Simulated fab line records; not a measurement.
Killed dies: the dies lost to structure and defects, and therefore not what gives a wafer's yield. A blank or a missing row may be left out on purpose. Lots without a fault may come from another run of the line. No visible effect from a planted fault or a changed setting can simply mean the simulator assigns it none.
fab line records	flow n5Finfet	part 2 of 2: steps 23 to 28 of 28
[record] lots = 5	wafers = 15	lastDay = 16
route steps=1938 shown FIN_SAQP@92
lots that met no fault: taken from a fault-free run of the same line
startH: hours from the record's first day to the start of the lot's first wafer shown	waitH: hours from the lot's prior step to this one	" unchanged from the row above	L1.1+2: one row covering several wafers at once	- no value present, or no start provided	* or withheld: withheld	< > ~ a bound
route shown NAME@n: NAME is a module with steps in the file, n the number in the route of the first one	usual: average and standard deviation across the fault-free wafers	same: alike in all rows	chamber/n: place in a boat	sites: each site's reading	_std_site: their standard deviation	_edge_site: outer sites' mean less inner sites'	radiusMm: how far each site lies from the wafer's centre	mask NAME#n: copy n	behind: the last tool/chamber to shape the wafer	hold: why the lot went on hold/how many hours it stayed there/how the hold came to an end	device: transistor that didn't switch, given as n, p or np	end of line: the same wafers' tests at the end of the route	a step given without rows: its recipe and nothing more	killed: at the first sort, the dies lost to defects and structure; wafer yield is something else	map: a wafer's dies, x killed, . not, _ none there
set.NAME: the setting as run; set.NAME@STEP: as run at that earlier step	model.NAME: the simulator's own value behind a step, which no gauge read
lots at some steps of the route; a table a step, a row a wafer
services: the hour from which a tool's chamber was out of use, counted from the record's first day as startH (under 0 if before that day), plus the number of hours and why
[[steps]]
[step N5_FIN_SAQP_DESCUM_21]
[recipe] chemistry = O2	timeS = 7.9	sourcePowerW = 50	biasPowerW = 20	pressureMtorr = 20	rfFrequencyHz = 2.712e+07	tempC = 40	resist = CAR-ArF	o2FlowSccm = 225
[usual] drypumpMotorCurrentA = 5.9/0.34	oesProductAu = 0.76/0.08	rfFwdPowerW = 49.40/0.27	rfVppV = 242.8/1.8	showerheadPlenumPTorr = 2.06/0.088	throttleValvePct = 20.51/0.22
lot.wafer	tool	chamber	startH	waitH	drypumpMotorCurrentA	oesProductAu	rfFwdPowerW	rfHoursCounterH	rfVppV	showerheadPlenumPTorr	throttleValvePct
L074.1	rieDiel-03	1	22.47	0.0	5.9	0.70	49.04	206	243.8	2.16	20.85
L074.2	"	0	"	"	5.6	0.75	49.60	158	242.1	2.10	20.31
L074.6	"	3	"	"	6.2	0.83	49.81	-	245.8	2.21	20.55
L075.3	rieDiel-06	2	28.52	0.1	6.3	0.72	49.57	193	244.4	2.08	20.52
L075.4	"	3	"	"	6.5	0.71	49.78	210	242.4	2.08	20.53
L075.6	"	0	"	"	5.8	0.90	49.94	-	243.6	2.05	20.20
L079.1	rieDiel-06	0	52.26	0.0	5.8	0.88	49.78	50	242.9	2.04	20.22
L079.3	"	2	"	"	6.3	0.72	49.48	202	242.8	2.08	20.54
L079.5	"	2	"	"	6.3	0.71	49.44	-	243.6	2.08	20.53
L080.3	rieDiel-03	1	59.70	0.0	5.9	0.69	48.81	217	242.7	2.15	20.89
L080.5	"	1	"	"	5.9	0.69	48.89	-	245.2	2.15	20.89
L080.6	"	0	"	"	5.6	0.74	49.44	-	243.6	2.09	20.34
L090.3	rieDiel-06	2	120.97	1.1	6.2	0.69	49.37	228	242.6	2.07	20.55
L090.4	"	0	"	"	5.8	0.83	49.69	-	241.6	2.03	20.26
L090.6	"	1	"	"	5.4	0.97	49.41	-	246.0	2.23	20.18
[step N5_FIN_SAQP_ETCH_51]
[recipe] chemistry = CF4	target = SiARC	targetDepthA = 455	maskMaterial = CAR-ArF	timeS = 75.8	ionEnergyEv = 80	pressureMtorr = 40	sourceW = 545	biasW = 36	Ar_flow_sccm = 100	cf4FlowSccm = 100	ends = cleared
[usual] drypumpMotorCurrentA = 5.9/0.35	etchRfOnTimeS = 75.8/1.1	oesProductAu = 0.65/0.067	rfFwdPowerW = 539.2/2.8	rfVppV = 183.7/1.3	showerheadPlenumPTorr = 2.11/0.086	throttleValvePct = 15.70/0.23
lot.wafer	tool	chamber	startH	waitH	drypumpMotorCurrentA	etchRfOnTimeS	oesProductAu	rfFwdPowerW	rfHoursCounterH	rfVppV	showerheadPlenumPTorr	throttleValvePct
L074.1	rieDiel-03	1	22.50	0.0	5.9	76.0	0.61	536.6	206	185.9	2.21	16.09
L074.2	"	0	"	"	5.5	74.5	0.65	540.9	158	182.7	2.14	15.48
L074.6	"	3	"	"	6.2	74.1	0.72	541.2	-	185.7	2.26	15.76
L075.3	rieDiel-06	2	28.55	0.0	6.3	75.2	0.62	541.4	193	184.1	2.13	15.70
L075.4	"	3	"	"	6.4	75.1	0.61	543.4	210	184.0	2.12	15.74
L075.6	"	0	"	"	5.8	74.9	0.77	541.9	-	185.3	2.09	15.35
L079.1	rieDiel-06	0	52.30	0.0	5.8	75.5	0.76	541.9	50	185.2	2.09	15.38
L079.3	"	2	"	"	6.3	74.8	0.61	539.1	202	185.8	2.12	15.71
L079.5	"	2	"	"	6.3	74.7	0.61	539.0	-	181.9	2.12	15.71
L080.3	rieDiel-03	1	59.73	0.0	5.9	77.1	0.60	535.3	217	184.4	2.20	16.11
L080.5	"	1	"	"	5.9	76.1	0.60	535.9	-	184.6	2.20	16.09
L080.6	"	0	"	"	5.6	75.4	0.64	540.8	-	183.6	2.13	15.50
L090.3	rieDiel-06	2	121.01	0.0	6.3	75.0	0.59	541.5	228	184.7	2.11	15.76
L090.4	"	0	"	"	5.8	76.0	0.72	540.1	-	184.6	2.08	15.42
L090.6	"	1	"	"	5.4	73.3	0.83	542.6	-	185.1	2.27	15.33
[step N5_FIN_SAQP_ETCH_52]
[recipe] chemistry = N2/H2	target = SOC	targetDepthA = 1000	overetchA = 200	maskMaterial = SiARC	tempC = 40	timeS = 150	ionEnergyEv = 200	pressureMtorr = 30	sourceW = 840	biasW = 150	n2FlowSccm = 200	h2FlowSccm = 200	ends = endPoint
[usual] drypumpMotorCurrentA = 5.9/0.35	oesProductAu = 0.68/0.066	rfFwdPowerW = 836.5/2.7	rfVppV = 523/3.2	showerheadPlenumPTorr = 2.51/0.11	throttleValvePct = 17.93/0.24
lot.wafer	tool	chamber	startH	waitH	drypumpMotorCurrentA	oesProductAu	rfFwdPowerW	rfHoursCounterH	rfVppV	showerheadPlenumPTorr	throttleValvePct
L074.1	rieDiel-03	1	22.56	0.0	5.9	0.64	832.3	206	524	2.63	18.38
L074.2	"	0	"	"	5.6	0.67	831.2	158	523	2.54	17.64
L074.6	"	3	"	"	6.1	0.73	832.2	-	528	2.69	17.94
L075.3	rieDiel-06	2	28.61	0.0	6.3	0.64	837.9	193	523	2.53	17.96
L075.4	"	3	"	"	6.4	0.63	838.2	210	523	2.53	18.01
L075.6	"	0	"	"	5.8	0.79	837.8	-	521	2.48	17.57
L079.1	rieDiel-06	0	52.35	0.0	5.8	0.78	841.5	50	522	2.48	17.60
L079.3	"	2	"	"	6.3	0.64	836.9	202	523	2.52	17.97
L079.5	"	2	"	"	6.3	0.64	834.9	-	522	2.52	17.97
L080.3	rieDiel-03	1	59.79	0.0	5.9	0.62	835.5	217	526	2.63	18.37
L080.5	"	1	"	"	5.9	0.63	835.3	-	525	2.63	18.38
L080.6	"	0	"	"	5.6	0.67	839.4	-	523	2.53	17.68
L090.3	rieDiel-06	2	121.06	0.0	6.3	0.63	834.8	228	523	2.51	18.01
L090.4	"	0	"	"	5.8	0.76	834.2	-	523	2.47	17.64
L090.6	"	1	"	"	5.4	0.86	837.2	-	528	2.71	17.72
[step N5_FIN_SAQP_STRIP_53]
[recipe] chemistry = N2/H2	tempC = 40	n2FlowSccm = 200	h2FlowSccm = 200	rfFrequencyHz = 6e+07
lot.wafer	tool	chamber	startH	waitH
L074.1+2+6	rieDiel-03	1,0,3	22.66	0.0
L075.3+4+6	rieDiel-06	2,3,0	28.71	0.0
L079.1+3+5	rieDiel-06	0,2,2	52.45	0.0
L080.3+5+6	rieDiel-03	1,1,0	59.89	0.0
L090.3+4+6	rieDiel-06	2,0,1	121.16	0.0
[step N5_FIN_SAQP_HM_OPEN_73]
[recipe] chemistry = CHF3/O2	target = SiO2	stopOn = a-Si	targetDepthA = 120	overEtchFrac = 1.8	maskMaterial = SOC	timeS = 16.8	pressureMtorr = 30	sourceW = 650	biasW = 170	Ar_flow_sccm = 200	CHF3_flow_sccm = 50	O2_flow_sccm = 5	ionEnergyEv = 200	ends = endPoint
[usual] drypumpMotorCurrentA = 5.9/0.35	oesProductAu = 0.46/0.044	rfFwdPowerW = 645.0/2.6	rfVppV = 521/5.2	showerheadPlenumPTorr = 2.38/0.099	throttleValvePct = 18.90/0.25
lot.wafer	tool	chamber	startH	waitH	drypumpMotorCurrentA	oesProductAu	rfFwdPowerW	rfHoursCounterH	rfVppV	showerheadPlenumPTorr	throttleValvePct
L074.1	rieDiel-03	1	22.67	0.0	5.9	0.42	646.2	206	524	2.49	19.31
L074.2	"	0	"	"	5.6	0.44	648.0	158	520	2.40	18.65
L074.6	"	3	"	"	6.1	0.49	650.1	-	528	2.55	19.05
L075.3	rieDiel-06	2	28.72	0.0	6.3	0.43	643.0	193	516	2.39	18.89
L075.4	"	3	"	"	6.4	0.43	644.6	210	531	2.39	18.91
L075.6	"	0	"	"	5.8	0.53	647.3	-	514	2.35	18.55
L079.1	rieDiel-06	0	52.46	0.0	5.8	0.52	651.5	50	513	2.34	18.55
L079.3	"	2	"	"	6.3	0.43	642.6	202	516	2.39	18.90
L079.5	"	2	"	"	6.3	0.43	642.3	-	515	2.39	18.91
L080.3	rieDiel-03	1	59.90	0.0	5.9	0.42	642.2	217	524	2.48	19.32
L080.5	"	1	"	"	5.9	0.42	644.1	-	524	2.48	19.32
L080.6	"	0	"	"	5.6	0.44	643.5	-	520	2.40	18.65
L090.3	rieDiel-06	2	121.17	0.0	6.3	0.41	644.8	228	516	2.38	18.94
L090.4	"	0	"	"	5.8	0.51	647.5	-	512	2.33	18.60
L090.6	"	1	"	"	5.4	0.58	644.1	-	525	2.56	18.55
[step N5_FIN_SAQP_STRIP_74]
[recipe] chemistry = CHF3/O2	resist = SiARC	rfFrequencyHz = 6e+07
lot.wafer	tool	chamber	startH	waitH
L074.1+2+6	rieDiel-03	1,0,3	22.72	0.0
L075.3+4+6	rieDiel-06	2,3,0	28.77	0.0
L079.1+3+5	rieDiel-06	0,2,2	52.51	0.0
L080.3+5+6	rieDiel-03	1,1,0	59.95	0.0
L090.3+4+6	rieDiel-06	2,0,1	121.22	0.0
[[services]]
tool	chamber	startH	hours	kind
arfiScanner-01	-	-2.55	1.0	pm
arfiScanner-02	-	0.10	24.0	pm
arfiScanner-03	-	1.17	0.5	repair
rtpAnneal-02	-	8.58	4.2	pm
arfiScanner-03	-	20.15	3.0	pm
arfiScanner-03	-	23.15	1.3	pm
aldSin-01	2	25.92	8.7	repair
rieDiel-03	1	31.15	8.8	repair
arfiScanner-01	-	37.17	1.3	pm
aldSin-02	-	42.57	14.6	pm
aldSin-01	2	52.79	8.0	repair
pecvd-04	1	53.59	4.6	repair
rieDiel-03	3	54.33	32.3	repair
arfiScanner-01	-	65.80	1.8	repair
arfiScanner-01	-	71.63	0.5	repair
arfiScanner-02	-	72.24	0.8	repair
arfiScanner-02	-	78.38	4.9	pm
aldSin-02	-	78.45	1.6	repair
arfiScanner-01	-	79.48	1.0	pm
aldSin-02	-	85.25	14.0	pm
arfiScanner-02	-	90.08	1.3	pm
arfiScanner-01	-	95.27	1.1	repair
pecvd-01	-	111.50	10.5	repair
pecvd-02	-	115.42	1.9	repair
